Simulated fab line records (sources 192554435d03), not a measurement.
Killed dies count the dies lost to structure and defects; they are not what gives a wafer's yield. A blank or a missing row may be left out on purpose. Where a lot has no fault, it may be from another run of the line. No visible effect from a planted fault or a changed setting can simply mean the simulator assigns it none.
Which tool did it?	flow n5-finfet	24 lots, 72 wafers sampled, at 1 step of a route of 1938

## WHAT THE GAUGES SHOWED, per wafer
N5_HKMG_FIN_OVL_MEAS_13. Usual: NWFM_OVL typically reads -0.4 nm, with standard deviation 0.68.
lot	measured	on	NWFM_OVL (nm)	flag
L074	day 4 01:47	overlay-02	0.5 0.3 0.0	
L075	day 4 08:56	overlay-02	0.2 -0.1 -0.5	
L076	day 4 15:40	overlay-02	0.0 0.2 -0.9	
L077	day 4 20:56	overlay-02	-2.1 -0.9 -1.3	
L078	day 5 01:43	overlay-02	-1.4 -0.8 -0.9	
L079	day 5 08:56	overlay-01	-0.3 -1.1 -1.0	
L080	day 5 20:49	overlay-02	0.3 -0.3 -0.2	
L081	day 5 21:18	overlay-02	-0.5 -0.3 0.3	
L082	day 6 05:33	overlay-01	-0.6 -0.6 0.2	
L083	day 6 06:50	overlay-02	-1.4 -0.3 0.3	
L084	day 6 12:52	overlay-02	0.1 -0.9 -0.6	
L085	day 6 20:01	overlay-01	-0.4 -0.2 -0.3	
L086	day 7 03:34	overlay-01	0.1 -0.1 -0.5	
L087	day 7 09:10	overlay-01	-1.0 -0.4 -0.4	
L088	day 7 14:53	overlay-01	-1.8 -1.8 -1.4	
L089	day 7 20:56	overlay-02	-2.1 -1.4 -0.3	
L090	day 8 02:35	overlay-02	-0.1 0.3 0.1	
L091	day 8 06:59	overlay-02	0.6 0.3 1.1	
L092	day 8 15:15	overlay-01	-0.6 0.4 -0.9	
L093	day 8 19:28	overlay-02	0.3 1.1 0.1	
L094	day 9 02:32	overlay-01	-0.3 -1.3 0.4	
L095	day 9 08:22	overlay-01	0.2 -1.0 -1.3	
L096	day 9 18:52	overlay-02	0.4 0.0 0.0	
L097	day 9 21:43	overlay-02	-0.2 -0.2 -0.7	

## EACH LOT AND THE TOOL THAT RAN IT (in order: tool; ch and the chambers of the sampled wafers; start)
There is no process step in the record ahead of these readings.

## AS READ BY THE TOOLS THEMSELVES (means over the sampled wafers that have a number; for cases with no such wafer, the mark the record gives instead)
The record holds no such reading with a usual standard deviation.

## THE ANSWER, worked out from the rows above alone
Rule: a lot is off if the mean of its wafers that have a number lies more than 3 standard deviations from the usual mean. A lot without any number at a reading at which 4 lots or more have one is off too. All remaining lots with rows at the step are treated as sound. The gauges are gone through in route order, then the tools' own readings, and for those a lot's mean is taken as printed above. The first step at which some lot is off is used, and at that step the reading that is off furthest; a lot without a number counts as furthest.
No lot is off on any of the readings shown, so nothing can be concluded from this.

## WHAT THE SIMULATOR PUT IN
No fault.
